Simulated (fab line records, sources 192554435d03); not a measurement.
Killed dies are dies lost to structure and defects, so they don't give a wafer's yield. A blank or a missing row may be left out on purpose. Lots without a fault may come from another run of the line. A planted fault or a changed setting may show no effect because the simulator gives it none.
fab line records | flow n5_finfet
record lots=7 wafers=21
route steps=1938 shown ZERO_LAYER@9 FIN_SAQP@94 FIN_CUT@160 DUMMY_GATE@228
start_h: hours from the record's first day to the start of the lot's first wafer shown | wait_h: hours since the lot's step before | " the same as in the row above | L1.1+2: a row that stands for several wafers | - no value, or no start given | * or withheld: withheld | < > ~ a bound
route shown NAME@n: a module of which the file shows steps, and the number in the route of the first | usual: mean/standard deviation of fault-free wafers | same: alike in all rows | chamber/n: place in a boat | sites: the reading at each site | _std_site: their standard deviation | _edge_site: outer sites' mean less inner sites' | radius_mm: how far each site lies from the wafer's centre | mask NAME#n: copy n | behind: the tool/chamber that last shaped the wafer | hold: why the lot was held/for how many hours/how that ended | device: the transistor (n, p or np) that didn't switch | end of line: the same wafers' tests at the end of the route | a step without rows: its recipe alone | killed: dies lost to structure and defects at the first sort, not the wafer's yield | map: a wafer's dies, x killed, . not, _ none there
set.NAME: the setting as run; set.NAME@STEP: as run at that earlier step | model.NAME: the simulator's own value behind a step, which no gauge read
lots whose settings were changed on purpose; a table a step, a row a wafer
## steps
# step N5_ZERO_LAYER_EXPOSE_08
# recipe mask_id=ZERO na=0.55 source_shape=conventional sigma_outer=0.8 polarization=unpolarized defocus_nm=0 target_cd_nm=2000 dose_mj=16.2
# columns lot.wafer tool chamber start_h wait_h mask set.dose_mj
L080.4+5+6 krf_scanner-01 0 48.62 - ZERO#0 16.2
L082.1+3+4 krf_scanner-01 0 60.59 - ZERO#0 16.95
L083.1+4 krf_scanner-02 0 66.59 - ZERO#0 16.2
L083.3 " 0 " " ZERO#0 15.84
L085.1+2 krf_scanner-02 0 78.59 - ZERO#0 16.69
L085.3 " 0 " " ZERO#0 16.2
L087.3 krf_scanner-01 0 90.49 - ZERO#0 16.2
L087.4+6 " 0 " " ZERO#0 15.26
L092.1+4+5 krf_scanner-02 0 120.46 - ZERO#0 16.2
L093.1+4+6 krf_scanner-01 0 126.59 - ZERO#0 16.2
# step N5_ZERO_LAYER_DEVELOP_10
# recipe develop_time_s=60 rinse_liquid=diw dry=air_spin dev_temp_c=21
# columns lot.wafer tool chamber start_h wait_h set.develop_time_s
L080.4+5+6 litho_track-01 0 - - 60
L082.1+3+4 litho_track-04 0 - - 60
L083.1+3+4 litho_track-05 0 - - 60
L085.1 litho_track-05 0 - - 51.51
L085.2+3 " 0 " " 60
L087.3+4 litho_track-05 0 - - 60
L087.6 " 0 " " 55.93
L092.1+5 litho_track-05 0 - - 47.98
L092.4 " 0 " " 60
L093.1+4+6 litho_track-04 0 - - 60
# step N5_ZERO_LAYER_HARDBAKE_23
# recipe temp_c=130 time_s=120
# step N5_ZERO_LAYER_CD_MEAS_11
# recipe target_cd_nm=2000 landing_energy_ev=500 detector=se_inlens
# usual cd_nm=2000.0/1.5
# columns lot.wafer tool chamber start_h wait_h set.dose_mj@ZERO_LAYER_EXPOSE_08 cd_nm
L080.4 cd_sem-01 0 48.78 - 16.2 1999.5
L080.5 " 0 " " 16.2 2001.7
L080.6 " 0 " " 16.2 1999.0
L082.1 cd_sem-02 0 60.77 - 16.95 2007.7
L082.3 " 0 " " 16.95 2009.4
L082.4 " 0 " " 16.95 2007.4
L083.1 cd_sem-01 0 66.77 - 16.2 1996.8
L083.3 " 0 " " 15.84 1995.5
L083.4 " 0 " " 16.2 1999.3
L085.1 cd_sem-03 0 78.77 - 16.69 2003.1
L085.2 " 0 " " 16.69 2006.5
L085.3 " 0 " " 16.2 2001.7
L087.3 cd_sem-02 0 90.66 - 16.2 2001.4
L087.4 " 0 " " 15.26 1987.3
L087.6 " 0 " " 15.26 1985.0
L092.1 cd_sem-02 0 120.64 - 16.2 1991.9
L092.4 " 0 " " 16.2 1997.4
L092.5 " 0 " " 16.2 1994.4
L093.1 cd_sem-03 0 126.77 - 16.2 1998.2
L093.4 " 0 " " 16.2 1999.3
L093.6 " 0 " " 16.2 1997.5
# step N5_ZERO_LAYER_DESCUM_16
# recipe chemistry=O2 time_s=7.9 source_power_w=50 bias_power_w=20 pressure_mtorr=20 rf_frequency_hz=2.712e+07 temp_c=40 o2_flow_sccm=225
# columns lot.wafer tool chamber start_h wait_h set.dose_mj@ZERO_LAYER_EXPOSE_08 model.ZERO_LAYER.cd_nm
L080.4 rie_diel-03 0 48.87 0.1 16.2 2000
L080.5 " 2 " " 16.2 2002
L080.6 " 1 " " 16.2 1999
L082.1 rie_diel-03 2 60.81 0.0 16.95 2008
L082.3 " 1 " " 16.95 -
L082.4 " 3 " " 16.95 2007
L083.1 rie_diel-06 3 67.30 0.5 16.2 1997
L083.3 " 0 " " 15.84 1995
L083.4 " 1 " " 16.2 2000
L085.1 rie_diel-06 3 79.00 0.2 16.69 2003
L085.2 " 1 " " 16.69 2007
L085.3 " 0 " " 16.2 2002
L087.3 rie_diel-06 1 90.69 0.0 16.2 2001
L087.4 " 0 " " 15.26 1988
L087.6 " 0 " " 15.26 1985
L092.1 rie_diel-03 3 120.68 0.0 16.2 1992
L092.4 " 1 " " 16.2 1998
L092.5 " 2 " " 16.2 1995
L093.1 rie_diel-03 2 126.98 0.2 16.2 1998
L093.4 " 3 " " 16.2 1999
L093.6 " 2 " " 16.2 1997
# step N5_FIN_SAQP_ALD_61
# recipe material=SiO2 target_thk_a=40 temp_c=300 ald_precursor_family=BDEAS ald_co_reactant=O2-plasma pulse_time_s=1 purge_time_s=2 co_reactant_purge_time_s=2 ald_cycles=43 pressure_torr=2
# columns lot.wafer tool chamber start_h wait_h set.ald_cycles model.SiO2_of_FIN_SAQP_ALD_61.thk_nm
L080.4 ald_sin-02 1 56.73 0.0 43 3.985
L080.5 " 3 " " 43 4.016
L080.6 " 2 " " 43 3.996
L082.1 ald_sin-03 0 68.86 0.0 43 4.006
L082.3 " 3 " " 47 4.366
L082.4 " 1 " " 47 4.36
L083.1 ald_sin-01 2 75.37 0.0 43 3.987
L083.3 " 0 " " 43 4.003
L083.4 " 1 " " 47 4.374
L085.1 ald_sin-03 2 86.55 0.0 43 3.964
L085.2 " 3 " " 48 4.447
L085.3 " 1 " " 48 4.435
L087.3 ald_sin-02 0 99.25 0.3 43 3.978
L087.4 " 1 " " 38 3.545
L087.6 " 1 " " 43 3.972
L092.1 ald_sin-03 1 129.01 0.3 43 3.971
L092.4 " 3 " " 43 3.976
L092.5 " 3 " " 43 3.99
L093.1 ald_sin-01 3 134.77 0.0 43 3.994
L093.4 " 0 " " 50 4.651
L093.6 " 1 " " 43 3.999
# step N5_FIN_SAQP_PECVD_06
# recipe material=a-Si target_thk_a=600 temp_c=400 precursor=SiH4/He pressure_torr=3 rf_w=100 time_s=48.1
# columns lot.wafer tool chamber start_h wait_h set.time_s model.a-Si_of_FIN_SAQP_PECVD_06.thk_nm
L080.4 pecvd-02 1 57.38 0.0 48.1 60.28
L080.5 " 0 " " 48.1 59.97
L080.6 " 2 " " 48.1 60.43
L082.1 pecvd-02 0 69.66 0.0 48.1 59.28
L082.3 " 2 " " 54.54 67.13
L082.4 " 1 " " 48.1 60.57
L083.1 pecvd-02 1 76.01 0.0 48.1 60.73
L083.3 " 2 " " 48.1 59.74
L083.4 " 2 " " 44.18 55.89
L085.1 pecvd-02 2 87.28 0.0 48.1 59.01
L085.2 " 1 " " 48.1 58.53
L085.3 " 0 " " 48.1 59.39
L087.3 pecvd-02 0 99.88 0.0 48.1 59.51
L087.4 " 2 " " 41.67 52.18
L087.6 " 0 " " 41.67 51.51
L092.1 pecvd-02 2 129.63 0.0 43.86 53.15
L092.4 " 0 " " 48.1 60.83
L092.5 " 2 " " 43.86 54.67
L093.1 pecvd-04 0 135.57 0.0 45.54 56.44
L093.4 " 1 " " 45.54 56.81
L093.6 " 0 " " 48.1 60.39
# step N5_FIN_SAQP_THK_MEAS_07
# usual thk_nm=59.7/0.71
# columns lot.wafer tool chamber start_h wait_h set.time_s@FIN_SAQP_PECVD_06 thk_nm
L080.4 film_metro-01 - 57.44 0.0 48.1 60.2
L080.5 " - " " 48.1 60.0
L080.6 " - " " 48.1 60.4
L082.1 film_metro-02 - 69.75 0.1 48.1 59.3
L082.3 " - " " 54.54 67.1
L082.4 " - " " 48.1 60.6
L083.1 film_metro-01 - 76.10 0.1 48.1 60.7
L083.3 " - " " 48.1 59.8
L083.4 " - " " 44.18 55.8
L085.1 film_metro-01 - 87.37 0.1 48.1 59.0
L085.2 " - " " 48.1 58.5
L085.3 " - " " 48.1 59.4
L087.3 film_metro-01 - 99.97 0.1 48.1 59.5
L087.4 " - " " 41.67 52.2
L087.6 " - " " 41.67 51.5
L092.1 film_metro-01 - 129.72 0.1 43.86 53.2
L092.4 " - " " 48.1 60.8
L092.5 " - " " 43.86 54.7
L093.1 film_metro-01 - 135.66 0.1 45.54 56.5
L093.4 " - " " 45.54 56.8
L093.6 " - " " 48.1 60.4
# step N5_FIN_SAQP_HM_DEP_72
# recipe material=SiO2 target_thk_a=120 temp_c=400 precursor=SiH4/N2O pressure_torr=0.75 rf_w=275 time_s=7.2
# step N5_FIN_SAQP_COAT_49
# recipe resist=SOC temp_c=250 time_s=60 spin_rpm=1500 resist_thk_nm=100
# step N5_FIN_SAQP_HM_OPEN_73
# recipe chemistry=CHF3/O2 target=SiO2 stop_on=a-Si target_depth_a=120 over_etch_frac=1.8 mask_material=SOC time_s=16.8 pressure_mtorr=30 source_w=650 bias_w=170 Ar_flow_sccm=200 CHF3_flow_sccm=50 O2_flow_sccm=5 ion_energy_ev=200 ends=end_point
# step N5_FIN_SAQP_STRIP_74
# recipe chemistry=CHF3/O2 resist=SiARC rf_frequency_hz=6e+07
# step N5_FIN_SAQP_MANDREL_ETCH_22
# recipe target_depth_a=600 chemistry=HBr/Cl2 target=a-Si stop_on=SiNx bt_time_s=10 over_etch_frac=0.5 time_s=30 pressure_mtorr=10 icp_w=800 bias_w=75 HBr_flow_sccm=150 Cl2_flow_sccm=80 ends=end_point
# usual oes_product_au=0.763/0.011
# columns lot.wafer tool chamber start_h wait_h set.time_s@FIN_SAQP_PECVD_06 oes_product_au model.etch.depth_nm
L080.4 rie_si-06 1 58.32 0.1 48.1 0.769 60.22
L080.5 " 2 " " 48.1 0.763 59.92
L080.6 " 3 " " 48.1 0.775 60.42
L082.1 rie_si-02 1 70.63 0.0 48.1 0.773 59.26
L082.3 " 3 " " 54.54 0.811 67.07
L082.4 " 0 " " 48.1 0.772 60.55
L083.1 rie_si-06 2 76.97 0.0 48.1 0.762 60.71
L083.3 " 3 " " 48.1 0.762 59.74
L083.4 " 0 " " 44.18 0.733 55.85
L085.1 rie_si-02 3 88.11 0.0 48.1 0.748 58.96
L085.2 " 1 " " 48.1 0.759 58.52
L085.3 " 0 " " 48.1 0.777 59.37
L087.3 rie_si-02 0 100.70 0.0 48.1 0.765 59.49
L087.4 " 2 " " 41.67 0.693 52.18
L087.6 " 1 " " 41.67 0.721 51.51
L092.1 rie_si-02 1 130.58 0.0 43.86 0.735 53.13
L092.4 " 0 " " 48.1 0.774 60.81
L092.5 " 1 " " 43.86 0.738 54.65
L093.1 rie_si-01 3 136.52 0.0 45.54 0.736 56.44
L093.4 " 0 " " 45.54 0.760 56.81
L093.6 " 0 " " 48.1 0.779 60.39
# step N5_FIN_CUT_EXPOSE_05
# recipe mask_id=FIN_CUT na=0.33 source_shape=annular sigma_inner=0.35 sigma_outer=0.8 polarization=unpolarized dose_mj=45.75
# columns lot.wafer tool chamber start_h wait_h mask set.dose_mj
L080.4+5+6 euv_scanner-01 0 67.38 - FIN_CUT#0 45.75
L082.1+3+4 euv_scanner-02 0 75.26 - FIN_CUT#0 45.75
L083.1 euv_scanner-02 0 81.22 - FIN_CUT#0 42.43
L083.3+4 " 0 " " FIN_CUT#0 45.75
L085.1 euv_scanner-02 0 92.63 - FIN_CUT#0 43.35
L085.2+3 " 0 " " FIN_CUT#0 45.75
L087.3+4 euv_scanner-02 0 104.90 - FIN_CUT#0 45.75
L087.6 " 0 " " FIN_CUT#0 42.33
L092.1+4 euv_scanner-01 0 134.63 - FIN_CUT#0 45.75
L092.5 " 0 " " FIN_CUT#0 47.37
L093.1+4+6 euv_scanner-01 0 140.70 - FIN_CUT#0 45.75
# step N5_FIN_CUT_PEB_06
# recipe peb_temp_c=100 peb_time_s=60 resist=CAR-EUV
# step N5_FIN_CUT_DEVELOP_07
# recipe develop_time_s=30 developer=TMAH resist=CAR-EUV rinse_liquid=surfactant_rinse dry=air_spin dev_temp_c=23
# step N5_FIN_CUT_CD_MEAS_08
# recipe target_cd_nm=29.1 landing_energy_ev=500 detector=se_inlens polarity=opening
# usual cd_nm=29.11/0.21
# columns lot.wafer tool chamber start_h wait_h set.dose_mj@FIN_CUT_EXPOSE_05 cd_nm
L080.4 cd_sem-02 0 67.49 - 45.75 29.46
L080.5 " 0 " " 45.75 29.07
L080.6 " 0 " " 45.75 29.24
L082.1 cd_sem-01 0 75.39 - 45.75 29.37
L082.3 " 0 " " 45.75 29.39
L082.4 " 0 " " 45.75 29.12
L083.1 cd_sem-01 0 81.35 - 42.43 27.63
L083.3 " 0 " " 45.75 28.89
L083.4 " 0 " " 45.75 29.17
L085.1 cd_sem-02 0 92.77 - 43.35 28.05
L085.2 " 0 " " 45.75 29.02
L085.3 " 0 " " 45.75 29.21
L087.3 cd_sem-03 0 105.02 - 45.75 28.93
L087.4 " 0 " " 45.75 28.89
L087.6 " 0 " " 42.33 27.92
L092.1 cd_sem-01 0 134.76 - 45.75 29.31
L092.4 " 0 " " 45.75 29.52
L092.5 " 0 " " 47.37 30.20
L093.1 cd_sem-01 0 140.83 - 45.75 29.53
L093.4 " 0 " " 45.75 29.20
L093.6 " 0 " " 45.75 29.26
# step N5_FIN_CUT_DESCUM_13
# recipe chemistry=O2 time_s=7 source_power_w=50 bias_power_w=20 pressure_mtorr=20 rf_frequency_hz=2.712e+07 temp_c=40 resist=CAR-EUV o2_flow_sccm=225
# step N5_FIN_CUT_ETCH_30
# recipe chemistry=N2/H2 target=underlayer target_depth_a=130 mask_material=CAR-EUV time_s=10.4 ion_energy_ev=200 pressure_mtorr=30 source_w=840 bias_w=150 n2_flow_sccm=200 h2_flow_sccm=200 ends=cleared
# columns lot.wafer tool chamber start_h wait_h set.dose_mj@FIN_CUT_EXPOSE_05 model.FIN_CUT.cd_offset_nm
L080.4+6 rie_diel-03 1,2 67.84 0.0 45.75 0
L080.5 " 1 " " 45.75 -0.2
L082.1 rie_diel-05 2 75.55 0.0 45.75 0
L082.3 " 1 " " 45.75 0.2
L082.4 " 3 " " 45.75 0.4
L083.1 rie_diel-03 0 81.51 0.0 42.43 -1.4
L083.3 " 3 " " 45.75 -0.2
L083.4 " 2 " " 45.75 0
L085.1 rie_diel-03 3 92.93 0.0 43.35 -1.2
L085.2+3 " 2,0 " " 45.75 -0.2
L087.3+4 rie_diel-03 1,3 105.18 0.0 45.75 -0.2
L087.6 " 1 " " 42.33 -1.4
L092.1 rie_diel-03 2 134.96 0.0 45.75 0.4
L092.4 " 3 " " 45.75 0
L092.5 " 1 " " 47.37 0.8
L093.1+4+6 rie_diel-03 0,2,3 140.99 0.0 45.75 0
# step N5_FIN_CUT_ETCH_20
# recipe chemistry=CF4 target=SiARC target_depth_a=260 mask_material=CAR-EUV time_s=43.3 ion_energy_ev=80 pressure_mtorr=40 source_w=545 bias_w=36 Ar_flow_sccm=100 cf4_flow_sccm=100 ends=cleared
# columns lot.wafer tool chamber start_h wait_h set.dose_mj@FIN_CUT_EXPOSE_05 model.FIN_CUT.cd_offset_nm
L080.4+5+6 rie_diel-03 1,1,2 67.86 0.0 45.75 -0.2
L082.1 rie_diel-05 2 75.57 0.0 45.75 0
L082.3+4 " 1,3 " " 45.75 0.2
L083.1 rie_diel-03 0 81.53 0.0 42.43 -1.2
L083.3 " 3 " " 45.75 -0.2
L083.4 " 2 " " 45.75 0
L085.1 rie_diel-03 3 92.95 0.0 43.35 -1.2
L085.2+3 " 2,0 " " 45.75 -0.2
L087.3+4 rie_diel-03 1,3 105.19 0.0 45.75 -0.2
L087.6 " 1 " " 42.33 -1.4
L092.1 rie_diel-03 2 134.98 0.0 45.75 0.4
L092.4 " 3 " " 45.75 0
L092.5 " 1 " " 47.37 0.6
L093.1+4+6 rie_diel-03 0,2,3 141.01 0.0 45.75 0
# step N5_FIN_CUT_ETCH_21
# recipe chemistry=N2/H2 target=SOC target_depth_a=2190 overetch_a=438 mask_material=SiARC temp_c=40 ion_energy_ev=100 bias_w=61 time_s=523.5 pressure_mtorr=30 source_w=850 n2_flow_sccm=200 h2_flow_sccm=200
# columns lot.wafer tool chamber start_h wait_h set.dose_mj@FIN_CUT_EXPOSE_05 model.FIN_CUT.cd_offset_nm
L080.4 rie_diel-03 1 67.89 0.0 45.75 -0.4
L080.5 " 1 " " 45.75 -0.2
L080.6 " 2 " " 45.75 0.2
L082.1+3 rie_diel-05 2,1 75.60 0.0 45.75 0
L082.4 " 3 " " 45.75 0.2
L083.1 rie_diel-03 0 81.57 0.0 42.43 -1.2
L083.3 " 3 " " 45.75 -0.4
L083.4 " 2 " " 45.75 0
L085.1 rie_diel-03 3 92.98 0.0 43.35 -1
L085.2 " 2 " " 45.75 0
L085.3 " 0 " " 45.75 0.4
L087.3 rie_diel-03 1 105.23 0.0 45.75 0
L087.4 " 3 " " 45.75 -0.4
L087.6 " 1 " " 42.33 -1.2
L092.1 rie_diel-03 2 135.02 0.0 45.75 0.2
L092.4 " 3 " " 45.75 0
L092.5 " 1 " " 47.37 0.4
L093.1+6 rie_diel-03 0,3 141.05 0.0 45.75 -0.2
L093.4 " 2 " " 45.75 0
# step N5_FIN_CUT_STRIP_23
# recipe chemistry=N2/H2 temp_c=40 n2_flow_sccm=200 h2_flow_sccm=200 rf_frequency_hz=6e+07
# step N5_FIN_CUT_STRIP_31
# recipe chemistry=N2/H2 temp_c=40 n2_flow_sccm=200 h2_flow_sccm=200 rf_frequency_hz=6e+07
# step N5_FIN_CUT_PRECLEAN_35
# recipe time_s=13.3 temp_c=45 pressure_torr=125 p_hf_torr=3 p_coreactant_torr=25 chemistry=vHF
# step N5_FIN_CUT_CUT_ETCH_15
# recipe chemistry=HBr/Cl2/O2 target=Si target_depth_a=1000 bt_time_s=10 mask_material=SOC time_s=42.4 ion_energy_ev=* bias_w=* pressure_mtorr=10 icp_w=800 HBr_flow_sccm=150 Cl2_flow_sccm=80 O2_flow_sccm=12
# step N5_FIN_CUT_CUT_ETCH_28
# recipe chemistry=HBr/Cl2/O2 target=Si target_depth_a=60 mask_material=SOC time_s=2.4 ion_energy_ev=* bias_w=* pressure_mtorr=10 icp_w=800 HBr_flow_sccm=150 Cl2_flow_sccm=80 O2_flow_sccm=12
# columns lot.wafer tool chamber start_h wait_h set.dose_mj@FIN_CUT_EXPOSE_05 model.FIN_CUT.cd_offset_nm
L080.4 rie_si-04 1 68.49 0.0 45.75 -0.4
L080.5 " 2 " " 45.75 0
L080.6 " 3 " " 45.75 0.2
L082.1 rie_si-03 0 76.36 0.0 45.75 -0.4
L082.3 " 3 " " 45.75 -0.2
L082.4 " 2 " " 45.75 0
L083.1 rie_si-03 3 82.16 0.0 42.43 -1.6
L083.3 " 0 " " 45.75 -0.8
L083.4 " 1 " " 45.75 -0.4
L085.1 rie_si-03 1 93.58 0.0 43.35 -1.4
L085.2+3 " 2,0 " " 45.75 -0.2
L087.3 rie_si-04 2 105.83 0.0 45.75 0
L087.4 " 3 " " 45.75 -0.2
L087.6 " 0 " " 42.33 -1
L092.1 rie_si-03 0 135.61 0.0 45.75 0.2
L092.4 " 2 " " 45.75 0
L092.5 " 0 " " 47.37 0.4
L093.1+4 rie_si-05 1,0 141.64 0.0 45.75 0
L093.6 " 2 " " 45.75 0.2
# step N5_DUMMY_GATE_EXPOSE_12
# recipe mask_id=GATE na=0.33 source_shape=annular sigma_inner=0.2 sigma_outer=0.6 polarization=unpolarized target_cd_nm=25 dose_mj=34
# columns lot.wafer tool chamber start_h wait_h mask set.dose_mj
L080.4+5+6 euv_scanner-01 0 85.95 - GATE#0 34
L082.1+3+4 euv_scanner-02 0 93.87 - GATE#0 34.77
L083.1+3+4 euv_scanner-02 0 100.29 - GATE#0 34
L085.1+3 euv_scanner-01 0 111.16 - GATE#0 31.6
L085.2 " 0 " " GATE#0 34
L087.3 euv_scanner-02 0 125.20 - GATE#0 32.62
L087.4+6 " 0 " " GATE#0 34
L092.1 euv_scanner-01 0 153.19 - GATE#0 34
L092.4+5 " 0 " " GATE#0 32.64
L093.1+4+6 euv_scanner-02 0 159.22 - GATE#0 34
# step N5_DUMMY_GATE_PEB_13
# recipe peb_temp_c=100 peb_time_s=60 resist=CAR-EUV
# step N5_DUMMY_GATE_DEVELOP_14
# recipe develop_time_s=30 developer=TMAH resist=CAR-EUV rinse_liquid=surfactant_rinse dry=air_spin dev_temp_c=23
# step N5_DUMMY_GATE_CD_MEAS_15
# recipe target_cd_nm=25.8 landing_energy_ev=500 detector=se_inlens
# usual cd_nm=24.99/0.23
# columns lot.wafer tool chamber start_h wait_h set.dose_mj@DUMMY_GATE_EXPOSE_12 cd_nm
L080.4 cd_sem-02 0 86.06 - 34 25.15
L080.5 " 0 " " 34 24.83
L080.6 " 0 " " 34 24.75
L082.1 cd_sem-01 0 93.99 - 34.77 25.17
L082.3 " 0 " " 34.77 24.53
L082.4 " 0 " " 34.77 24.61
L083.1 cd_sem-01 0 100.42 - 34 24.99
L083.3 " 0 " " 34 25.12
L083.4 " 0 " " 34 24.63
L085.1 cd_sem-02 0 111.29 - 31.6 26.73
L085.2 " 0 " " 34 25.00
L085.3 " 0 " " 31.6 26.47
L087.3 cd_sem-01 0 125.32 - 32.62 26.06
L087.4 " 0 " " 34 24.77
L087.6 " 0 " " 34 24.93
L092.1 cd_sem-01 0 153.31 - 34 25.13
L092.4 " 0 " " 32.64 25.97
L092.5 " 0 " " 32.64 25.80
L093.1 cd_sem-01 0 159.35 - 34 24.92
L093.4 " 0 " " 34 25.10
L093.6 " 0 " " 34 24.85
## key
split step=N5_ZERO_LAYER_EXPOSE_08 setting=dose_mj stated=16.2 by=wafer
response step=N5_ZERO_LAYER_CD_MEAS_11 reading=cd_nm change=+2.17 per=1% r=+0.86
response step=N5_ZERO_LAYER_DESCUM_16 reading=model.ZERO_LAYER.cd_nm change=+2.17 per=1% r=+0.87
split step=N5_ZERO_LAYER_DEVELOP_10 setting=develop_time_s stated=60 by=wafer
response none clear
split step=N5_FIN_SAQP_ALD_61 setting=ald_cycles stated=43 by=wafer
response step=N5_FIN_SAQP_ALD_61 reading=model.SiO2_of_FIN_SAQP_ALD_61.thk_nm change=+0.0396 per=1% r=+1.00
split step=N5_FIN_SAQP_PECVD_06 setting=time_s stated=48.1 by=wafer
response step=N5_FIN_SAQP_PECVD_06 reading=model.a-Si_of_FIN_SAQP_PECVD_06.thk_nm change=+0.595 per=1% r=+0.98
response step=N5_FIN_SAQP_THK_MEAS_07 reading=thk_nm change=* per=1% r=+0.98
response step=N5_FIN_SAQP_MANDREL_ETCH_22 reading=oes_product_au change=+0.00383 per=1% r=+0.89
response step=N5_FIN_SAQP_MANDREL_ETCH_22 reading=model.etch.depth_nm change=+0.594 per=1% r=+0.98
split step=N5_FIN_CUT_EXPOSE_05 setting=dose_mj stated=45.75 by=wafer
response step=N5_FIN_CUT_CD_MEAS_08 reading=cd_nm change=+0.175 per=1% r=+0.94
response step=N5_FIN_CUT_ETCH_30 reading=model.FIN_CUT.cd_offset_nm change=+0.173 per=1% r=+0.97
response step=N5_FIN_CUT_ETCH_20 reading=model.FIN_CUT.cd_offset_nm change=+0.159 per=1% r=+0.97
response step=N5_FIN_CUT_ETCH_21 reading=model.FIN_CUT.cd_offset_nm change=+0.149 per=1% r=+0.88
response step=N5_FIN_CUT_CUT_ETCH_28 reading=model.FIN_CUT.cd_offset_nm change=+0.144 per=1% r=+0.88
split step=N5_DUMMY_GATE_EXPOSE_12 setting=dose_mj stated=34 by=wafer
response step=N5_DUMMY_GATE_CD_MEAS_15 reading=cd_nm change=-0.234 per=1% r=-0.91
